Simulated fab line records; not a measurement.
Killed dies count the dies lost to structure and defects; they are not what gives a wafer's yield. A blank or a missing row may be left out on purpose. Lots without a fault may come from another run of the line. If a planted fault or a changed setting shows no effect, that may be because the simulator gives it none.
fab line records | flow nand_harc
[record] lots = 12 wafers = 36 last_day = 24
route steps=1159 shown P_GATE@156 END@1159
lots that met no fault: from a run of the same line without faults
start_h: hours from the record's first day to the start of the lot's first wafer shown | wait_h: time in hours since the lot's previous step | " identical to the entry in the row above | L1.1+2: a row that stands for several wafers | - no value, or no start was given | * or withheld: withheld | < > ~ a bound
route shown NAME@n: NAME is a module with steps in the file, n the number in the route of the first one | usual: mean and standard deviation over wafers with no fault | same: alike in all rows | chamber/n: place in a boat | sites: readings site by site | _std_site: the standard deviation of these | _edge_site: mean of outer sites minus mean of inner sites | radius_mm: for every site, how far away it sits from the centre of the wafer | mask NAME#n: copy n | behind: the most recent tool/chamber to have shaped the wafer | hold: what put the lot on hold/how long, in hours/how the hold closed | device: transistor that didn't switch, given as n, p or np | end of line: the same wafers' tests at the end of the route | for a step that has no rows: nothing shown but its recipe | killed: count of dies lost to structure and defects at first sort (not the wafer's yield) | map: a wafer's dies, marking killed ones x, the rest . and places with no die _
set.NAME: the setting as run; set.NAME@STEP: as run at that earlier step | model.NAME: the simulator's own value behind a step, which no gauge read
the route's steps for a sample of lots (tables are steps, rows are wafers)
services: when a tool's chamber went out of use (start_h, in hours from the record's first day, below 0 if earlier), for how many hours, and the reason
[[steps]]
[step NHARC_P_GATE_ETCHBACK_37]
[recipe] target_depth_a = 345 time_s = 17.2 chf3_flow_sccm = 50 o2_flow_sccm = 10 ar_flow_sccm = 200 rf_w = 500 bias_w = 200 chemistry = CHF3/O2
[usual] bias_w = 200.0/0.59 chf3_flow_sccm = 50.00/0.15 drypump_motor_current_A = 5.8/0.51 mfc_ar_sccm = 200.1/0.61 oes_product_au = 0.94/0.031 rf_vpp_V = 371.6/2.1 showerhead_plenum_p_Torr = 2.45/0.089 throttle_valve_pct = 20.573/0.009
[same] time_s = 17.2
// columns lot.wafer tool chamber start_h wait_h bias_w chf3_flow_sccm drypump_motor_current_A mfc_ar_sccm oes_product_au rf_hours_counter_h rf_vpp_V showerhead_plenum_p_Torr throttle_valve_pct
L817.3 rie_diel-05 3 - - 199.9 49.98 5.5 201.0 0.93 40 372.9 2.52 20.575
L817.5 " 1 " " 201.4 49.76 5.7 200.2 0.93 - 371.4 2.48 20.581
L817.6 " 2 " " 200.2 49.92 5.5 198.0 0.93 - 371.9 2.46 20.567
L818.2 rie_diel-07 1 - - 200.3 50.04 6.1 200.1 1.00 8 372.7 2.49 20.575
L818.4 " 2 " " 200.2 49.94 6.7 200.3 1.01 7 371.5 2.52 20.562
L818.5 " 3 " " 200.2 49.73 5.0 201.2 0.99 - 376.2 2.57 20.580
L819.4 rie_diel-07 3 - - 200.4 50.12 5.0 199.3 0.91 9 374.1 2.57 20.573
L819.2 " 0 " " 200.3 49.94 6.0 198.8 0.93 9 368.9 2.40 20.577
L819.6 " 3 " " 199.7 50.04 5.0 199.8 0.92 - 373.0 2.57 20.578
L820.4 rie_diel-11 3 - - 200.4 49.95 5.4 199.7 0.93 36 374.2 2.52 20.583
L820.1 " 1 " " 199.6 50.08 5.6 201.6 0.93 39 366.7 2.28 20.571
L820.6 " 3 " " 200.1 49.94 5.4 199.4 0.92 - 371.6 2.52 20.568
L822.1 rie_diel-05 2 - - 200.3 50.13 5.5 200.2 0.92 42 370.9 2.46 20.566
L822.2 " 0 " " 200.7 49.96 5.6 200.4 0.94 50 369.0 2.32 20.575
L822.6 " 2 " " 199.2 49.81 5.5 200.2 0.93 - 370.4 2.46 20.560
L823.4 rie_diel-11 2 - - 199.1 50.07 5.9 200.2 0.93 45 369.3 2.31 20.575
L823.2 " 3 " " 199.1 50.33 5.4 200.4 0.93 44 373.8 2.52 20.574
L823.3 " 0 " " 200.6 50.09 6.1 199.5 0.93 43 367.7 2.31 20.555
L824.4 rie_diel-07 1 - - 199.8 50.21 6.1 201.7 0.94 15 372.5 2.49 20.578
L824.3 " 3 " " 200.1 50.01 5.0 200.3 0.94 14 373.9 2.57 20.586
L824.6 " 0 " " 200.2 50.18 6.0 199.5 0.95 - 369.5 2.39 20.592
L826.1 rie_diel-07 2 - - 200.9 50.11 6.8 199.7 0.94 18 372.3 2.52 20.570
L826.6 " 0 " " 200.0 50.14 6.0 199.5 0.92 - 370.8 2.39 20.570
L826.5 " 2 " " 199.8 50.06 6.8 199.4 0.93 - 374.3 2.52 20.581
L827.2 rie_diel-07 0 - - 199.5 49.89 6.0 200.2 0.92 16 371.5 2.39 20.561
L827.4 " 2 " " 200.1 49.96 6.8 201.0 0.92 - 373.2 2.52 20.570
L827.6 " 3 " " 199.2 49.99 5.0 199.6 0.92 - 373.8 2.57 20.571
L831.3 rie_diel-07 2 - - 200.6 50.05 6.8 199.9 0.95 28 373.4 2.51 20.572
L831.4 " 2 " " 201.1 50.00 6.8 199.4 0.92 - 372.1 2.51 20.580
L831.6 " 1 " " 199.7 50.09 6.1 201.2 0.92 - 373.7 2.48 20.571
L838.3 rie_diel-07 3 - - 200.2 50.10 5.0 200.7 0.90 28 375.0 2.56 20.585
L838.1 " 0 " " 200.2 49.76 6.0 200.4 0.92 26 370.7 2.39 20.586
L838.5 " 3 " " 200.1 49.96 5.0 200.4 0.91 - 375.7 2.56 20.560
L839.1 rie_diel-11 1 - - 200.4 50.13 5.6 200.8 0.92 14 366.2 2.27 20.568
L839.6 " 2 " " 199.9 50.26 5.9 199.4 0.92 - 368.3 2.30 20.568
L839.5 " 3 " " 200.1 49.63 5.4 199.8 1.01 - 373.0 2.50 20.572
[step NHARC_P_GATE_EXPOSE_43]
[recipe] na = 0.6 target_cd_nm = 720 dose_mj = 14.81 mask_id = P_NSD
[same] na = 0.6
// columns lot.wafer tool chamber start_h wait_h mask
L817.3+5+6 krf_scanner-03 0 111.51 - P_NSD#0
L818.2+4+5 krf_scanner-02 0 111.81 - P_NSD#0
L819.2+4+6 krf_scanner-03 0 126.74 - P_NSD#0
L820.1+4+6 krf_scanner-03 0 127.23 - P_NSD#0
L822.1+2+6 krf_scanner-02 0 133.02 - P_NSD#0
L823.2+3+4 krf_scanner-04 0 146.08 - P_NSD#0
L824.3+4+6 krf_scanner-03 0 153.70 - P_NSD#0
L826.1+5+6 krf_scanner-04 0 165.41 - P_NSD#0
L827.2+4+6 krf_scanner-03 0 166.97 - P_NSD#0
L831.3+4+6 krf_scanner-02 0 192.12 - P_PSD#0
L838.1+3+5 krf_scanner-02 0 229.18 - P_NSD#0
L839.1+5+6 krf_scanner-03 0 246.24 - P_NSD#0
[step NHARC_P_GATE_CD_MEAS_46]
[recipe] target_cd_nm = 720 landing_energy_ev = 500
[usual] cd_nm = 720.6/1.5
// columns lot.wafer tool chamber start_h wait_h cd_nm
L817.3 cd_sem-02 0 111.66 - 722.6
L817.5 " 0 " " 720.0
L817.6 " 0 " " 719.9
L818.2 cd_sem-01 0 111.97 - 717.2
L818.4 " 0 " " 719.2
L818.5 " 0 " " 717.9
L819.2 cd_sem-02 0 126.90 - 720.3
L819.4 " 0 " " 720.0
L819.6 " 0 " " 719.4
L820.1 cd_sem-01 0 127.39 - 720.1
L820.4 " 0 " " 720.0
L820.6 " 0 " " 720.6
L822.1 cd_sem-02 0 133.18 - 721.7
L822.2 " 0 " " 721.9
L822.6 " 0 " " 722.4
L823.2 cd_sem-01 0 146.24 - 722.2
L823.3 " 0 " " 721.7
L823.4 " 0 " " 721.2
L824.3 cd_sem-01 0 153.85 - 718.3
L824.4 " 0 " " 721.2
L824.6 " 0 " " 721.5
L826.1 cd_sem-01 0 165.57 - 719.0
L826.5 " 0 " " 718.8
L826.6 " 0 " " 718.3
L827.2 cd_sem-03 0 167.13 - 720.0
L827.4 " 0 " " 720.8
L827.6 " 0 " " 720.7
L831.3 cd_sem-01 0 192.27 - -
L831.4 " 0 " " -
L831.6 " 0 " " -
L838.1 cd_sem-02 0 229.33 - 719.8
L838.3 " 0 " " 722.5
L838.5 " 0 " " 721.9
L839.1 cd_sem-01 0 246.40 - 720.1
L839.5 " 0 " " 720.1
L839.6 " 0 " " 720.9
[step NHARC_P_GATE_STRIP_75]
[recipe] power_w = 1500 temp_c = 250 chemistry = O2
[usual] drypump_motor_current_A = 5.72/0.28 heater_power_w = 332/33
// columns lot.wafer tool chamber start_h wait_h drypump_motor_current_A heater_power_w rf_hours_counter_h
L817.3 plasma_asher-01 1 112.51 0.1 5.44 315 -
L817.5 " 0 " " 5.68 316 -
L817.6 " 1 " " 5.44 310 -
L818.2 plasma_asher-02 0 113.36 0.2 5.64 395 30
L818.4 " 0 " " 5.62 401 -
L818.5 " 0 " " 5.64 394 -
L819.2 plasma_asher-01 1 127.73 0.3 5.45 304 4
L819.4 " 1 " " 5.42 318 -
L819.6 " 0 " " 5.69 326 -
L820.1 plasma_asher-02 0 128.22 0.3 5.63 389 33
L820.4 " 1 " " 6.23 315 -
L820.6 " 1 " " 6.22 315 -
L822.2 plasma_asher-01 1 134.03 0.2 5.43 309 7
L822.1 " 0 " " 5.67 316 7
L822.6 " 0 " " 5.69 317 -
L823.2 plasma_asher-02 1 147.08 0.3 6.23 312 39
L823.4 " 1 " " 6.22 310 -
L823.3 " 0 " " 5.59 383 -
L824.3 plasma_asher-02 1 154.77 0.2 6.23 318 -
L824.4 " 0 " " 5.63 397 -
L824.6 " 1 " " 6.24 316 -
L826.1 plasma_asher-02 0 166.46 0.2 5.64 393 45
L826.6 " 0 " " 5.62 395 -
L826.5 " 1 " " 6.22 318 -
L827.2 plasma_asher-01 1 168.02 0.2 5.42 316 18
L827.4 " 1 " " 5.45 312 -
L827.6 " 0 " " 5.74 320 -
L831.3 plasma_asher-01 1 193.24 0.2 5.41 309 -
L831.4 " 0 " " 5.70 314 -
L831.6 " 1 " " 5.43 319 -
L838.1 plasma_asher-02 1 230.19 0.3 6.22 315 14
L838.3 " 1 " " 6.22 313 -
L838.5 " 0 " " 5.63 389 -
L839.1 plasma_asher-01 1 247.39 0.2 5.43 306 58
L839.6 " 0 " " 5.76 317 -
L839.5 " 1 " " 5.44 321 -
[step NHARC_P_GATE_STRIP_112]
[recipe] power_w = 1500 temp_c = 110 time_s = 200 chemistry = N2/H2
[usual] drypump_motor_current_A = 5.74/0.3 heater_power_w = 90/9.6
[same] time_s = 200
// columns lot.wafer tool chamber start_h wait_h drypump_motor_current_A heater_power_w rf_hours_counter_h
L817.3 plasma_asher-01 1 114.06 0.3 5.43 83 -
L817.5 " 0 " " 5.73 84 -
L817.6 " 1 " " 5.40 84 -
L818.2 plasma_asher-02 0 114.84 0.2 5.62 105 30
L818.4 " 0 " " 5.61 106 -
L818.5 " 1 " " 6.22 82 -
L819.2 plasma_asher-01 1 129.11 0.2 5.42 83 5
L819.4 " 0 " " 5.75 87 -
L819.6 " 0 " " 5.68 86 -
L820.1 plasma_asher-01 1 129.63 0.2 5.40 84 5
L820.4 " 1 " " 5.43 82 -
L820.6 " 0 " " 5.74 85 -
L822.1 plasma_asher-02 0 135.52 0.2 5.64 108 35
L822.2 " 1 " " 6.21 83 35
L822.6 " 0 " " 5.61 106 -
L823.2 plasma_asher-02 1 148.54 0.2 6.21 86 39
L823.3 " 1 " " 6.23 85 -
L823.4 " 0 " " 5.64 108 -
L824.4 plasma_asher-02 0 156.30 0.2 5.64 104 -
L824.3 " 1 " " 6.27 83 -
L824.6 " 0 " " 5.62 106 -
L826.1 plasma_asher-01 1 168.12 0.3 5.42 83 18
L826.6 " 0 " " 5.70 84 -
L826.5 " 1 " " 5.43 85 -
L827.2 plasma_asher-01 0 169.80 0.2 5.74 85 19
L827.4 " 0 " " 5.72 85 -
L827.6 " 1 " " 5.42 85 -
L831.4 plasma_asher-02 0 194.83 0.4 5.63 103 -
L831.3 " 1 " " 6.24 85 -
L831.6 " 0 " " 5.63 105 -
L838.1 plasma_asher-01 0 234.47 0.2 5.73 86 54
L838.3 " 1 " " 5.43 84 -
L838.5 " 1 " " 5.41 84 -
L839.1 plasma_asher-02 0 248.88 0.2 5.64 105 20
L839.6 " 1 " " 6.21 83 -
L839.5 " 0 " " 5.62 103 -
[step NHARC_END_SORT_01]
[recipe] temp_c = 25
[usual] killed_at_array = 29/11 killed_at_other = 0.7/1.1 killed_at_periphery = 3.1/2 killed_dies = 33/11 killed_open = 3.5/1.8 killed_short = 2.0/1.4
[same] gross_dies = 677
// columns lot.wafer tool chamber start_h wait_h killed_at_array killed_at_other killed_at_periphery killed_dies killed_open killed_short
L823.2 prober-02 0 500.48 2.8 20 0 6 26 2 1
L823.3 prober-02 0 501.28 3.1 21 0 3 24 1 1
L823.4 prober-02 0 502.08 3.4 24 0 4 28 2 1
L827.2 prober-02 0 508.32 2.8 33 0 2 35 3 4
L827.4 prober-02 0 509.94 3.4 27 0 4 31 6 2
L827.6 prober-02 0 511.55 4.0 31 0 2 33 3 2
L831.3 prober-01 0 540.39 3.1 34 0 643 677 2 3
L831.4 prober-01 0 541.20 3.4 32 0 645 677 5 3
L831.6 prober-01 0 542.81 4.0 23 0 654 677 4 1
L838.1 prober-01 0 570.08 2.5 15 0 4 19 2 2
L838.3 prober-01 0 571.69 3.1 23 0 4 27 2 3
L838.5 prober-01 0 573.31 3.7 23 0 1 24 0 5
// killed by level:class
L823.2 A_SLIT:chamber_film_flake=10 P_M2:chamber_film_flake=4 A_CONTACT:chamber_film_flake=4 A_CHANNEL_HOLE_D1:chamber_film_flake=2 P_M0:geometric_particle:open=1 A_SOURCE_PLATE:geometric_particle:short=1 A_M1:geometric_particle:open=1 P_GATE:chamber_film_flake=1
L823.3 A_SLIT:chamber_film_flake=8 A_CONTACT:chamber_film_flake=5 P_M2:chamber_film_flake=2 A_CHANNEL_HOLE_D1:chamber_film_flake=2 A_STAIRCASE:chamber_film_flake=2 A_WL_FILL:chamber_film_flake=2 A_SGD_CUT:geometric_particle:open=1 A_CONTACT:geometric_particle:short=1
L823.4 A_SLIT:chamber_film_flake=14 P_ZERO_WELL:chamber_film_flake=2 P_M2:chamber_film_flake=2 A_CHANNEL_HOLE_D1:chamber_film_flake=2 A_STAIRCASE:chamber_film_flake=2 A_CONTACT:chamber_film_flake=2 A_CHANNEL_HOLE_D1:geometric_particle:short=1 A_WL_FILL:geometric_particle:open=1
L827.2 A_CHANNEL_HOLE_D1:chamber_film_flake=16 A_WL_FILL:chamber_film_flake=4 A_BONDPAD:chamber_film_flake=3 A_CHANNEL_FILL_D1:geometric_particle:short=2 A_CONTACT:geometric_particle:open=2 A_CONTACT:chamber_film_flake=2 A_M0:chamber_film_flake=2 P_GATE:geometric_particle:open=1
L827.4 A_CHANNEL_HOLE_D1:chamber_film_flake=13 A_STAIRCASE:chamber_film_flake=3 A_CHANNEL_FILL_D1:geometric_particle:open=2 P_GATE:chamber_film_flake=2 A_BONDPAD:chamber_film_flake=2 P_M0:geometric_particle:open=1 A_CHANNEL_FILL_D1:geometric_particle:short=1 A_SGD_CUT:geometric_particle:open=1
L827.6 A_CHANNEL_HOLE_D1:chamber_film_flake=16 A_BONDPAD:chamber_film_flake=4 A_WL_FILL:chamber_film_flake=3 A_WL_FILL:geometric_particle:short=2 A_M0:geometric_particle:open=2 A_SOURCE_PLATE:geometric_particle:open=1 P_STI:chamber_film_flake=1 P_GATE:chamber_film_flake=1
L831.3 P_GATE:area_expose=640 A_SLIT:chamber_film_flake=16 A_CONTACT:chamber_film_flake=10 A_STAIRCASE:chamber_film_flake=4 P_M0:geometric_particle:open=2 A_SOURCE_PLATE:geometric_particle:short=1 A_CHANNEL_HOLE_D1:geometric_particle:short=1 A_CHANNEL_FILL_D1:geometric_particle:short=1
L831.4 P_GATE:area_expose=643 A_SLIT:chamber_film_flake=12 A_STAIRCASE:chamber_film_flake=6 A_CHANNEL_HOLE_D1:chamber_film_flake=5 A_CONTACT:chamber_film_flake=3 A_ONON_D1:geometric_particle:short=2 P_GATE:geometric_particle:open=1 P_M1:geometric_particle:open=1
L831.6 P_GATE:area_expose=652 A_SLIT:chamber_film_flake=11 A_CHANNEL_HOLE_D1:chamber_film_flake=5 A_CONTACT:chamber_film_flake=3 P_CONTACT:geometric_particle:open=1 P_M0:geometric_particle:open=1 A_CONTACT:geometric_particle:open=1 A_BLC:geometric_particle:short=1
L838.1 A_CHANNEL_HOLE_D1:chamber_film_flake=6 P_ZERO_WELL:chamber_film_flake=2 A_STAIRCASE:chamber_film_flake=2 A_WL_FILL:chamber_film_flake=2 A_CONTACT:chamber_film_flake=2 P_CONTACT:geometric_particle:short=1 P_M0:geometric_particle:open=1 A_CHANNEL_FILL_D1:geometric_particle:short=1
L838.3 A_CHANNEL_HOLE_D1:chamber_film_flake=9 A_CONTACT:chamber_film_flake=4 P_ZERO_WELL:chamber_film_flake=3 A_ZERO_WELL:chamber_film_flake=2 A_STAIRCASE:chamber_film_flake=2 P_GATE:geometric_particle:short=1 A_SGD_CUT:geometric_particle:short=1 A_CONTACT:geometric_particle:open=1
L838.5 A_CHANNEL_HOLE_D1:chamber_film_flake=9 A_CONTACT:chamber_film_flake=5 A_STAIRCASE:chamber_film_flake=4 A_WL_FILL:geometric_particle:short=2 A_SOURCE_PLATE:geometric_particle:short=1 A_ONON_D1:geometric_particle:short=1 A_CHANNEL_FILL_D1:geometric_particle:short=1 P_ZERO_WELL:chamber_film_flake=1
[[services]]
// columns tool chamber start_h hours kind
plasma_asher-01 - 99.46 9.0 pm
plasma_asher-01 0 99.46 9.0 vent_cycle
rie_diel-05 3 125.60 10.1 repair
krf_scanner-04 - 126.00 4.0 pm
rie_diel-05 - 163.70 9.0 pm
rie_diel-07 1 164.41 13.7 repair
krf_scanner-03 - 168.00 4.0 pm
rie_diel-07 3 168.86 7.2 repair
krf_scanner-04 - 181.23 1.8 repair
rie_diel-07 0 182.79 13.6 repair
plasma_asher-02 - 183.00 9.0 pm
rie_diel-11 - 190.18 9.0 pm
plasma_asher-02 - 196.08 6.0 repair
krf_scanner-04 - 207.07 0.4 repair
krf_scanner-02 - 210.00 4.0 pm
krf_scanner-04 - 211.27 0.3 repair
rie_diel-05 1 223.34 2.1 repair
krf_scanner-03 - 226.73 5.0 repair
plasma_asher-01 - 227.17 6.5 repair
rie_diel-07 - 228.52 9.0 pm
rie_diel-11 3 230.67 8.3 repair
rie_diel-11 0 231.29 6.4 repair
plasma_asher-01 - 240.88 2.7 repair
rie_diel-07 - 246.38 1.0 repair
[[key]]
[first_sign] step = NHARC_P_GATE_EXPOSE_43 reading = mask direction = changed
[effect] step = NHARC_P_GATE_CD_MEAS_46 reading = cd_nm direction = missing
[effect] step = NHARC_END_SORT_01 reading = killed_at_periphery direction = up sigmas = 99+ usual = 3.1 struck = 647.3
[more_kills_born_at] NHARC_P_GATE_EXPOSE_43@krf_scanner-02 = 1935
met_at NHARC_P_GATE_EXPOSE_43
struck_lots L831
later_rows_left_out L831.3,L831.4,L831.6
tester_left_out L831
not_acting_at NHARC_P_GATE_ETCHBACK_37,NHARC_P_GATE_STRIP_75,NHARC_P_GATE_STRIP_112
onset_between 133.02 192.12
[fault] kind = wrong_mask tool = any chamber = - onset_h = 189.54 steps = NHARC_P_GATE_EXPOSE_43 aux_copy = P_PSD#0 scope = struck_lots_only
// tester_left_out: of these lots the tester's yield and bins aren't shown, on N5 and GAA mostly nor the transistor test; their killed dies are dies lost to structure and defects alone, not to doping, threshold or leakage, so they don't give the yield
// later_rows_left_out: the simulator's readings of these wafers behind a module that went badly wrong aren't trusted and aren't shown, but for the sort
